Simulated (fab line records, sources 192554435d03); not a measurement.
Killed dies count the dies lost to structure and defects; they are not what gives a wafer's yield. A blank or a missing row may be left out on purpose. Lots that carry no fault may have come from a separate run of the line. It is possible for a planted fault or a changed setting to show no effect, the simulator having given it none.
Split-lot study	flow n5Finfet	route with 1938 steps; 7 lots, 21 wafers read

ABOUT THE SPLIT
At N5_MOL_CONTACT_COAG_COAT_76 (time 60 s, resist thk 10 nm), the setting spinRpm was moved away from the recipe's 1500 rpm on 6 of the 21 wafers read, by -9.3% to +8.1%. All remaining wafers had this setting at the recipe value.

FROM THE SPLIT TO THE READING: what the file shows between them, 7 steps
- N5_MOL_CONTACT_COAG_COAT_77: time 60 s, resist thk 10 nm
- N5_MOL_CONTACT_COAG_COAT_78: resist thk 40 nm
- N5_MOL_CONTACT_COAG_DESCUM_88: chemistry O2, time 7 s
- N5_MOL_CONTACT_COAG_ETCH_89: etches underlayer in N2/H2, target depth 13 nm, time 10.4 s
- N5_MOL_CONTACT_COAG_ETCH_90: etches SiARC in CF4, target depth 13 nm, time 21.7 s
- N5_MOL_CONTACT_COAG_ALD_131: deposits SiO2, target thk 5 nm, pulse time 1 s, co reactant pulse time 1 s
- N5_MOL_CONTACT_COAG_ETCHBACK_132: etches SiO2 in CHF3, target depth 10 nm, time 6.7 s

THE READING
SiARC_of_MOL_CONTACT_COAG_COAT_76.thkNm (the simulator's own value, which no gauge read), in nm, at N5_MOL_CONTACT_COAG_ETCH_91 (etches SOC in N2/H2, target depth 60 nm, overetch 21 nm, time 101.2 s). There is no usual value for it anywhere in the file. Across the 15 wafers here that went through the recipe, the average is 5.9 nm and the standard deviation 0.088 nm.

wafer	tool, chamber at the split	spinRpm as run, rpm	against the recipe	SiARC_of_MOL_CONTACT_COAG_COAT_76.thkNm, nm	against lot-mates on the recipe
L079.1	lithoTrack-05, 0	1500	recipe	5.8	-
L079.2	lithoTrack-05, 0	1420	-5.3%	6	+0.2
L079.5	lithoTrack-05, 0	1420	-5.3%	6	+0.2
L081.1	lithoTrack-01, 0	1500	recipe	6	-
L081.4	lithoTrack-01, 0	1500	recipe	6	-
L081.5	lithoTrack-01, 0	1500	recipe	5.8	-
L082.2	lithoTrack-03, 0	1500	recipe	5.8	-
L082.4	lithoTrack-03, 0	1500	recipe	5.8	-
L082.5	lithoTrack-03, 0	1500	recipe	5.8	-
L086.1	lithoTrack-03, 0	1500	recipe	6	-
L086.5	lithoTrack-03, 0	1500	recipe	5.8	-
L086.6	lithoTrack-03, 0	1361	-9.3%	6.4	+0.5
L087.1	lithoTrack-01, 0	1621	+8.1%	5.4	-0.4
L087.2	lithoTrack-01, 0	1500	recipe	5.8	-
L087.5	lithoTrack-01, 0	1500	recipe	5.8	-
L090.1	lithoTrack-01, 0	1500	recipe	5.8	-
L090.5	lithoTrack-01, 0	1500	recipe	5.8	-
L090.6	lithoTrack-01, 0	1500	recipe	5.8	-
L096.2	lithoTrack-01, 0	1579	+5.3%	5.8	-0.2
L096.5	lithoTrack-01, 0	1500	recipe	6	-
L096.6	lithoTrack-01, 0	1579	+5.3%	5.6	-0.4

THE FIT
A straight line over all 21 wafers: SiARC_of_MOL_CONTACT_COAG_COAT_76.thkNm changes by -0.0452 nm for each +1% of spinRpm; r = -0.86; the points scatter about the line by 0.1 nm.
The same after taking each lot's own level away (the mean of its wafers on the recipe; 21 wafers): -0.05 nm for each +1%; r = -0.95; scatter 0.064 nm.
That fit puts the effect of the largest move of spinRpm on the reading at 0.46 nm.
The span of the lots' own levels, 5.80 to 6.00 nm, comes to 2.3 times the standard deviation stated above.
The two slopes agree, so the slope changes little with the lot-to-lot level.
Check: for one of the wafers moved furthest among these (-9.3%), held out of the fit, the line's prediction against its lot-mates is +0.429 nm. It came out at +0.5 nm against them.

OTHER SPLITS ON THESE WAFERS
Note: prior to the reading, these wafers also went through further splits. Each is held against what the fit with the lots' levels taken away leaves over:
other split on the same wafers	wafers away from the commonest value	r with SiARC_of_MOL_CONTACT_COAG_COAT_76.thkNm (lot level and that fit taken away)
N5_GATE_CUT_EXPOSE_10 doseMj	10	-0.28
N5_MOL_CONTACT_COAG_ALD_123 aldCycles	4	+0.12

THE WHOLE CHAIN: every reading that the file lists as answering this split, in the file's order
step	what it does	reading	change (the file's fit)	r (the file's)
N5_MOL_CONTACT_COAG_COAT_76	time 60 s, resist thk 10 nm	SiARC_of_MOL_CONTACT_COAG_COAT_76.thkNm (the simulator's own value, which no gauge read)	-0.0437 nm for each +1% of the setting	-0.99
N5_MOL_CONTACT_COAG_ETCH_90	etches SiARC in CF4, target depth 13 nm, time 21.7 s	etch.depthNm (the simulator's own value, which no gauge read)	-0.0508 nm for each +1% of the setting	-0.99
N5_MOL_CONTACT_COAG_ETCH_91	etches SOC in N2/H2, target depth 60 nm, overetch 21 nm, time 101.2 s	SiARC_of_MOL_CONTACT_COAG_COAT_76.thkNm (the simulator's own value, which no gauge read)	-0.0507 nm for each +1% of the setting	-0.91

THE FILE'S OWN FIT
SiARC_of_MOL_CONTACT_COAG_COAT_76.thkNm changes by -0.0507 nm for each +1% of spinRpm, r = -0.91.
